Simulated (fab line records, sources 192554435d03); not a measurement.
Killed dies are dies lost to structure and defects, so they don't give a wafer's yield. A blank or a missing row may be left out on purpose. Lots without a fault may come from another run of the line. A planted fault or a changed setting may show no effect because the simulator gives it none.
Split-lot experiment | flow n5_finfet | 7 lots, 39 wafers read, on a route of 1938 steps

THE SPLIT
At N5_BEOL_M4_CVD_47 (deposits Co from CCTBA/H2, target thk 3 nm, time 223.8 s), the setting target_thk_a was moved away from the recipe's 30 angstrom on 15 of the 39 wafers read, by -55.7% to +52.5%. The other wafers ran this setting at the recipe's value.

The reading is taken at the split's own step.

THE READING
Co_of_BEOL_M4_CVD_47.thk_nm (the simulator's own value, which no gauge read), in nm, at N5_BEOL_M4_CVD_47 (deposits Co from CCTBA/H2, target thk 3 nm, time 223.8 s). The file gives no usual value for it. The 24 wafers here that ran the recipe average 2.9 nm, standard deviation 0.12 nm.

wafer  | tool, chamber at the split | target_thk_a as run, angstrom | against the recipe | Co_of_BEOL_M4_CVD_47.thk_nm, nm | against lot-mates on the recipe
L075.1 | cvd_co-01, 1,0,2           | 30                            | recipe             | 3                               | -
L075.3 | cvd_co-01, 1,0,2           | 30                            | recipe             | 3                               | -
L075.5 | cvd_co-01, 1,0,2           | 30                            | recipe             | 3                               | -
L077.1 | cvd_co-02, 1,2,2,1         | 30                            | recipe             | 3                               | -
L077.2 | cvd_co-02, 1,2,2,1         | 30                            | recipe             | 3                               | -
L077.4 | cvd_co-02, 1,2,2,1         | 30                            | recipe             | 3                               | -
L077.6 | cvd_co-02, 1,2,2,1         | 30                            | recipe             | 3                               | -
L077.3 | cvd_co-02, 0               | 30                            | recipe             | 2.8                             | -
L077.5 | cvd_co-02, 0               | 30                            | recipe             | 2.8                             | -
L078.1 | cvd_co-02, 2               | 19.48                         | -35.1%             | 1.8                             | -1.1
L078.2 | cvd_co-02, 0               | 19.48                         | -35.1%             | 1.6                             | -1.3
L078.3 | cvd_co-02, 1               | 30                            | recipe             | 3                               | -
L078.4 | cvd_co-02, 2               | 19.48                         | -35.1%             | 2                               | -0.9
L078.5 | cvd_co-02, 0,1             | 30                            | recipe             | 2.8                             | -
L078.6 | cvd_co-02, 0,1             | 30                            | recipe             | 2.8                             | -
L085.1 | cvd_co-02, 2               | 45.75                         | +52.5%             | 4.6                             | +1.7
L085.4 | cvd_co-02, 2               | 45.75                         | +52.5%             | 4.6                             | +1.7
L085.2 | cvd_co-02, 1               | 30                            | recipe             | 3                               | -
L085.3 | cvd_co-02, 0               | 45.75                         | +52.5%             | 4.4                             | +1.5
L085.5 | cvd_co-02, 0,1             | 30                            | recipe             | 2.8                             | -
L085.6 | cvd_co-02, 0,1             | 30                            | recipe             | 2.8                             | -
L094.1 | cvd_co-02, 0,1             | 30                            | recipe             | 2.8                             | -
L094.2 | cvd_co-02, 0,1             | 30                            | recipe             | 2.8                             | -
L094.3 | cvd_co-02, 2,1,0           | 21.02                         | -29.9%             | 2                               | -0.9
L094.4 | cvd_co-02, 2,1,0           | 21.02                         | -29.9%             | 2                               | -0.9
L094.6 | cvd_co-02, 2,1,0           | 21.02                         | -29.9%             | 2                               | -0.9
L094.5 | cvd_co-02, 2               | 30                            | recipe             | 3                               | -
L095.1 | cvd_co-02, 2,0             | 30                            | recipe             | 3                               | -
L095.2 | cvd_co-02, 2,0             | 30                            | recipe             | 3                               | -
L095.3 | cvd_co-02, 1               | 30                            | recipe             | 2.8                             | -
L095.4 | cvd_co-02, 1,0,2           | 18.34                         | -38.9%             | 1.8                             | -1.1
L095.5 | cvd_co-02, 1,0,2           | 18.34                         | -38.9%             | 1.8                             | -1.1
L095.6 | cvd_co-02, 1,0,2           | 18.34                         | -38.9%             | 1.8                             | -1.1
L096.1 | cvd_co-01, 1,2             | 13.29                         | -55.7%             | 1.6                             | -1.5
L096.6 | cvd_co-01, 1,2             | 13.29                         | -55.7%             | 1.6                             | -1.5
L096.2 | cvd_co-01, 2,1             | 30                            | recipe             | 3.2                             | -
L096.5 | cvd_co-01, 2,1             | 30                            | recipe             | 3.2                             | -
L096.3 | cvd_co-01, 0               | 30                            | recipe             | 3                               | -
L096.4 | cvd_co-01, 0               | 13.29                         | -55.7%             | 1.2                             | -1.9
Where a row lists several chambers, the file gives one row for several wafers and doesn't say which wafer went through which chamber.

THE FIT
A straight line over all 39 wafers: Co_of_BEOL_M4_CVD_47.thk_nm changes by +0.0293 nm for each +1% of target_thk_a; r = +0.98; the points scatter about the line by 0.14 nm.
The same after taking each lot's own level away (the mean of its wafers on the recipe; 39 wafers): +0.0305 nm for each +1%; r = +0.99; scatter 0.11 nm.
On that fit, the largest move of target_thk_a shifts the reading by 1.7 nm.
The lots' own levels span 2.87 to 3.13 nm, that is 2.2 times the standard deviation above.
So the lot-to-lot level changes the slope little: the two slopes agree.
Check: with one of the wafers moved furthest among these (-55.7%) left out of the fit, the line predicts -1.7 nm for it against its lot-mates. It came out at -1.53 nm against them.

OTHER SPLITS ON THESE WAFERS
These wafers also went through other splits before the reading. Each is held against what the fit with the lots' levels taken away leaves over:
other split on the same wafers                  | wafers away from the commonest value | r with Co_of_BEOL_M4_CVD_47.thk_nm (lot level and that fit taken away)
N5_MOL_CONTACT_COAG_ETCHBACK_136 target_depth_a | 12                                   | -0.01
N5_BEOL_M2_ILD_DEP_00 target_thk_a              | 12                                   | +0.25
N5_BEOL_M4_DESCUM_16 time_s                     | 12                                   | +0.12

THE FILE'S OWN FIT
Co_of_BEOL_M4_CVD_47.thk_nm changes by +0.0303 nm for each +1% of target_thk_a, r = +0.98.
